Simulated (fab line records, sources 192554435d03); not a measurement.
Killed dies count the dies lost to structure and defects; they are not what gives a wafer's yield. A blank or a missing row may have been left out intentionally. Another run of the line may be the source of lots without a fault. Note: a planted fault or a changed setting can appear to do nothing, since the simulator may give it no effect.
Which tool did it?    flow n5 finfet    24 lots, 72 wafers sampled, at 5 steps of a route of 1938

WHAT THE GAUGES SHOWED, per wafer
N5_BEOL_M8_INSPECT_13: inspects for defects (brightfield).
lot   measured      on                 raw defect count
L074  day 10 10:16  defect inspect-02  444 393 780
L075  day 10 12:03  defect inspect-01  406 443 454
L076  day 10 18:01  defect inspect-01  384 302 354
L078  day 11 09:17  defect inspect-02  294 367 286
L077  day 11 17:26  defect inspect-02  450 440 384
L079  day 12 09:27  defect inspect-01  419 627 632
L080  day 12 09:29  defect inspect-01  548 386 563
L081  day 12 12:54  defect inspect-01  352 411 352
L082  day 12 19:13  defect inspect-01  315 247 351
L083  day 13 20:37  defect inspect-01  368 512 453
L084  day 14 10:20  defect inspect-01  584 354 346
L085  day 14 10:28  defect inspect-01  653 554 532
L086  day 14 22:58  defect inspect-02  390 456 417
L088  day 14 23:10  defect inspect-02  389 484 363
L087  day 15 00:17  defect inspect-02  525 439 620
L089  day 15 04:17  defect inspect-01  400 468 474
L092  day 15 08:08  defect inspect-02  491 513 660
L090  day 15 09:35  defect inspect-02  356 340 509
L091  day 15 22:06  defect inspect-01  515 369 467
L094  day 15 22:08  defect inspect-02  379 505 563
L095  day 16 03:27  defect inspect-02  423 437 320
L093  day 16 04:32  defect inspect-02  423 377 494
L096  day 16 08:00  defect inspect-02  345 381 403
L097  day 17 11:01  defect inspect-01  348 394 419

N5_BEOL_M8_OVL_MEAS_29.
lot   measured      on          V7_OVL (nm)
L074  day 10 13:12  overlay-01  -2.2 -1.8 -0.5
L075  day 10 13:17  overlay-01  -0.5 0.2 -0.6
L076  day 10 19:43  overlay-02  -1.1 -0.6 -0.7
L078  day 11 11:32  overlay-01  -0.5 0.7 0.0
L077  day 11 19:50  overlay-01  -0.7 -0.4 -1.1
L079  day 12 11:32  overlay-02  -0.2 -0.2 -0.5
L080  day 12 11:35  overlay-01  1.1 0.5 0.1
L081  day 12 14:25  overlay-02  -0.7 -1.1 -0.6
L082  day 12 23:19  overlay-01  -1.8 -0.6 -0.3
L083  day 13 21:40  overlay-02  -0.7 -0.6 -0.4
L084  day 14 13:50  overlay-02  -0.2 -0.8 -0.5
L085  day 14 13:45  overlay-01  -1.1 0.2 -0.9
L086  day 15 03:09  overlay-01  -0.6 -1.5 -1.1
L088  day 15 01:55  overlay-01  0.0 -0.6 -0.9
L087  day 15 03:25  overlay-01  0.2 -0.4 0.4
L089  day 15 05:14  overlay-01  -0.4 -0.5 -0.2
L092  day 15 09:52  overlay-02  -0.5 0.4 -1.2
L090  day 15 10:33  overlay-02  0.0 -0.3 0.1
L091  day 15 23:19  overlay-02  -0.7 -1.1 -0.3
L094  day 16 01:07  overlay-02  0.2 0.8 1.0
L095  day 16 07:09  overlay-01  0.3 -0.2 0.1
L093  day 16 07:11  overlay-02  0.3 0.3 -0.3
L096  day 16 10:13  overlay-02  0.1 0.6 0.3
L097  day 17 13:04  overlay-02  -1.3 -1.2 -0.9

N5_BEOL_M8_INSPECT_30: inspects for defects (brightfield).
lot   measured      on                 raw defect count
L074  day 10 13:15  defect inspect-01  459 430 756
L075  day 10 13:20  defect inspect-02  435 454 433
L076  day 10 19:46  defect inspect-01  394 314 356
L078  day 11 11:36  defect inspect-02  280 386 295
L077  day 11 19:54  defect inspect-01  457 468 426
L079  day 12 11:36  defect inspect-01  407 590 634
L080  day 12 11:39  defect inspect-02  525 386 552
L081  day 12 14:28  defect inspect-01  330 438 350
L082  day 12 23:22  defect inspect-01  304 232 350
L083  day 13 21:43  defect inspect-01  357 504 509
L084  day 14 13:53  defect inspect-01  575 362 341
L085  day 14 13:48  defect inspect-01  656 562 537
L086  day 15 03:12  defect inspect-01  370 452 392
L088  day 15 01:58  defect inspect-01  419 488 359
L087  day 15 03:28  defect inspect-01  496 446 631
L089  day 15 05:18  defect inspect-01  409 443 484
L092  day 15 09:55  defect inspect-02  510 519 656
L090  day 15 10:35  defect inspect-02  342 353 526
L091  day 15 23:22  defect inspect-01  521 370 473
L094  day 16 01:11  defect inspect-01  389 498 584
L095  day 16 07:12  defect inspect-02  415 459 298
L093  day 16 07:14  defect inspect-01  405 384 498
L096  day 16 10:16  defect inspect-01  353 363 397
L097  day 17 13:08  defect inspect-02  360 395 425

N5_BEOL_M9_CD_MEAS_28: target cd 70 nm.
lot   measured      on         cd nm (nm)
L074  day 10 19:54  cd sem-01  69.55 69.64 70.04
L075  day 10 19:44  cd sem-02  70.51 70.31 70.04
L076  day 11 02:50  cd sem-03  69.91 70.20 70.03
L078  day 11 19:46  cd sem-02  70.13 70.06 70.42
L077  day 12 03:58  cd sem-02  69.86 70.21 70.24
L079  day 12 17:41  cd sem-02  69.81 69.91 70.15
L080  day 12 22:29  cd sem-03  70.23 70.37 69.99
L081  day 12 22:44  cd sem-01  69.88 70.20 69.45
L082  day 13 05:21  cd sem-02  70.23 69.70 69.59
L083  day 14 05:25  cd sem-03  69.85 69.55 69.52
L084  day 15 01:50  cd sem-01  69.80 69.84 70.44
L085  day 15 01:40  cd sem-02  70.24 69.64 69.88
L086  day 15 10:23  cd sem-01  70.52 70.47 70.13
L088  day 15 08:19  cd sem-02  70.11 70.25 70.22
L087  day 15 10:28  cd sem-02  70.27 70.11 69.90
L089  day 15 13:27  cd sem-01  70.16 70.39 70.37
L092  day 15 20:42  cd sem-03  70.22 70.11 69.94
L090  day 15 20:52  cd sem-03  70.32 70.26 69.87
L091  day 16 06:53  cd sem-01  70.10 70.24 69.89
L094  day 16 10:12  cd sem-01  70.04 70.39 70.42
L095  day 16 17:26  cd sem-01  70.57 70.17 70.27
L093  day 16 13:41  cd sem-01  70.64 70.14 70.33
L096  day 16 17:28  cd sem-02  70.24 69.75 69.53
L097  day 18 00:27  cd sem-01  69.45 69.97 70.05

TOOL THAT RAN EACH LOT (tool first, then ch and the chambers of the sampled wafers, then the start)
lot   N5_BEOL_M9_PECVD_70
L074  pecvd-03 ch 0,1,2, day 10 16:46
L075  pecvd-03 ch 0,1,2, day 10 17:20
L076  pecvd-03 ch 0,1,2, day 11 01:02
L078  pecvd-01 ch 0,1,2, day 11 15:48
L077  pecvd-01 ch 0,1,2, day 12 00:11
L079  pecvd-01 ch 0,1,2, day 12 15:16
L080  pecvd-03 ch 1,2, day 12 16:56
L081  pecvd-01 ch 0,2, day 12 19:45
L082  pecvd-01 ch 0,1, day 13 02:59
L083  pecvd-03 ch 1,2, day 14 02:55
L084  pecvd-02 ch 0,1, day 14 19:52
L085  pecvd-02 ch 0,1,2, day 14 20:04
L086  pecvd-01 ch 1,2, day 15 07:33
L088  pecvd-01 ch 0,1,2, day 15 06:08
L087  pecvd-01 ch 0,1, day 15 07:49
L089  pecvd-03 ch 0,1, day 15 09:30
L092  pecvd-01 ch 0,2, day 15 14:40
L090  pecvd-03 ch 0,1,2, day 15 16:04
L091  pecvd-01 ch 0,1,2, day 16 03:38
L094  pecvd-03 ch 0,2, day 16 05:17
L095  pecvd-01 ch 0,2, day 16 12:34
L093  pecvd-03 ch 0,1, day 16 12:05
L096  pecvd-02 ch 0,2, day 16 14:04
L097  pecvd-01 ch 1,2, day 17 16:44
- N5_BEOL_M9_PECVD_70: deposits SiO2 from TEOS/O2, target thk 20 nm, time 22.7 s.

WHAT THE TOOLS THEMSELVES READ (means of the sampled wafers that have a number; where no wafer has one, the mark that the record gives instead)
N5_BEOL_M9_PECVD_70.
lot   tool      heater power w (W)  showerhead plenum p Torr (Torr)  susceptor temp C (C)  throttle valve pct (%)
L074  pecvd-03  766                 8.74                             399.99                21.5
L075  pecvd-03  798                 8.73                             400.06                21.5
L076  pecvd-03  743                 8.73                             400.04                21.5
L078  pecvd-01  783                 8.75                             400.23                22.2
L077  pecvd-01  757                 8.77                             399.70                22.4
L079  pecvd-01  797                 8.77                             399.98                22.6
L080  pecvd-03  828                 8.75                             400.10                21.2
L081  pecvd-01  830                 8.75                             399.95                22.7
L082  pecvd-01  799                 8.71                             399.80                23.2
L083  pecvd-03  798                 8.72                             400.10                21.5
L084  pecvd-02  812                 8.83                             399.95                23.5
L085  pecvd-02  738                 8.78                             400.02                22.2
L086  pecvd-01  753                 8.77                             400.02                22.2
L088  pecvd-01  790                 8.75                             399.81                22.4
L087  pecvd-01  726                 8.72                             399.97                23.2
L089  pecvd-03  722                 8.71                             400.26                21.8
L092  pecvd-01  808                 8.78                             400.03                22.0
L090  pecvd-03  710                 8.73                             399.96                21.8
L091  pecvd-01  764                 8.77                             400.02                22.6
L094  pecvd-03  847                 8.76                             400.11                21.6
L095  pecvd-01  838                 8.80                             399.98                22.1
L093  pecvd-03  735                 8.72                             399.90                21.7
L096  pecvd-02  781                 8.77                             399.86                21.9
L097  pecvd-01  797                 8.78                             400.01                22.4

THE ANSWER, worked out from the rows above alone
Rule: the lots themselves supply what counts as usual. Put in order of their means at a reading, lots are off if they are a third of the lots or fewer, leave a main group of 4 or more, and stand apart from it by a gap of 3 or more times the standard deviation of the main group's means; of several such gaps the widest counts. If all means in a main group match to the digits the tables above print for the reading, that group is not used. Also off: a lot with no number at a reading for which 4 or more lots have one. Any other lot the step has rows for is counted as sound. The gauges are gone through in route order, then the tools' own readings, and for those a lot's mean is taken as printed above. At the first step where some lot is off, the reading lying furthest off is the one used; lots without a number count as furthest.
None of the lots is off at any reading shown; this tells nothing.

WHAT THE SIMULATOR PUT IN
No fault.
